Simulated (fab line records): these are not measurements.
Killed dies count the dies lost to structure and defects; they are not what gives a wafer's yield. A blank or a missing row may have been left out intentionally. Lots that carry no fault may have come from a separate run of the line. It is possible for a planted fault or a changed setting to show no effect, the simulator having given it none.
Chamber matching + flow n5-finfet + N5_BEOL_M11_ILD_DEP_00 on pecvd-03: 3 sister chambers
The step deposits SiCOH lowk from DEMS/porogen, target thk 308.51 nm, time 58 s. 14 wafers are shown with their chamber, then 7 later ones without.

## WAFERS, EACH WITH ITS CHAMBER
| wafer  | chamber | throttle-valve-pct (%) | showerhead-plenum-p-Torr (Torr) | heater-power-w (W) |
|--------|---------|------------------------|---------------------------------|--------------------|
| L292.3 | 0       | 12.3                   | 5.708                           | 306                |
| L292.5 | 1       | 15.0                   | 5.736                           | 266                |
| L292.6 | 0       | 12.5                   | 5.709                           | 314                |
| L290.3 | 0       | 12.5                   | 5.697                           | 302                |
| L290.4 | 1       | 15.2                   | 5.716                           | 275                |
| L290.5 | 1       | 15.2                   | 5.727                           | 290                |
| L293.1 | 2       | 11.6                   | 5.725                           | 299                |
| L293.4 | 2       | 11.8                   | 5.722                           | 305                |
| L293.5 | 0       | 12.6                   | 5.715                           | 355                |
| L308.3 | 2       | 11.8                   | 5.729                           | 298                |
| L308.4 | 2       | 12.0                   | 5.731                           | 296                |
| L308.5 | 0       | 12.3                   | 5.708                           | 308                |
| L309.1 | 0       | 12.7                   | 5.712                           | 349                |
| L309.2 | 1       | 15.0                   | 5.735                           | 293                |

SIGNATURES (averages over the wafers above)
| reading                  | chamber 0 | chamber 1 | chamber 2 | scatter within a chamber |
|--------------------------|-----------|-----------|-----------|--------------------------|
| throttle-valve-pct       | 12.483    | 15.100    | 11.800    | 0.15                     |
| showerhead-plenum-p-Torr | 5.70817   | 5.72850   | 5.72675   | 0.00669                  |
| heater-power-w           | 322.33    | 281.00    | 299.50    | 17.2                     |
Rule: for a wafer and a chamber, the distance is found by dividing, reading by reading, the gap between the wafer's reading and the chamber's mean by the reading's scatter, squaring, summing and taking the root. If the next closest chamber is less than 2 further off than the closest, the wafer can't be placed; otherwise it belongs to the closest. The scatter: take each reading less its chamber's mean, square it, sum over the shown wafers, divide by the number of wafers less the number of chambers, and take the root.

## WAFERS WHOSE CHAMBER IS MISSING
| wafer  | throttle-valve-pct (%) | showerhead-plenum-p-Torr (Torr) | heater-power-w (W) |
|--------|------------------------|---------------------------------|--------------------|
| L309.5 | 12.8                   | 5.705                           | 350                |
| L311.1 | 12.0                   | 5.706                           | 305                |
| L311.3 | 12.6                   | 5.692                           | 324                |
| L311.4 | 14.9                   | 5.711                           | 278                |
| L312.2 | 12.2                   | 5.731                           | 289                |
| L312.3 | 15.3                   | 5.734                           | 287                |
| L312.6 | 12.6                   | 5.712                           | 272                |

## WHICH CHAMBER EACH ONE RAN IN
| wafer  | from the rows above     | in truth |
|--------|-------------------------|----------|
| L309.5 | 0                       | 0        |
| L311.1 | can't be placed: 0 or 2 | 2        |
| L311.3 | 0                       | 0        |
| L311.4 | 1                       | 1        |
| L312.2 | can't be placed: 2 or 0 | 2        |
| L312.3 | 1                       | 1        |
| L312.6 | 0                       | 0        |
5 of 7 placed correctly. Cannot be placed on the basis of these rows: 2; the candidates contain the true chamber in 2. Number placed wrongly: 0.
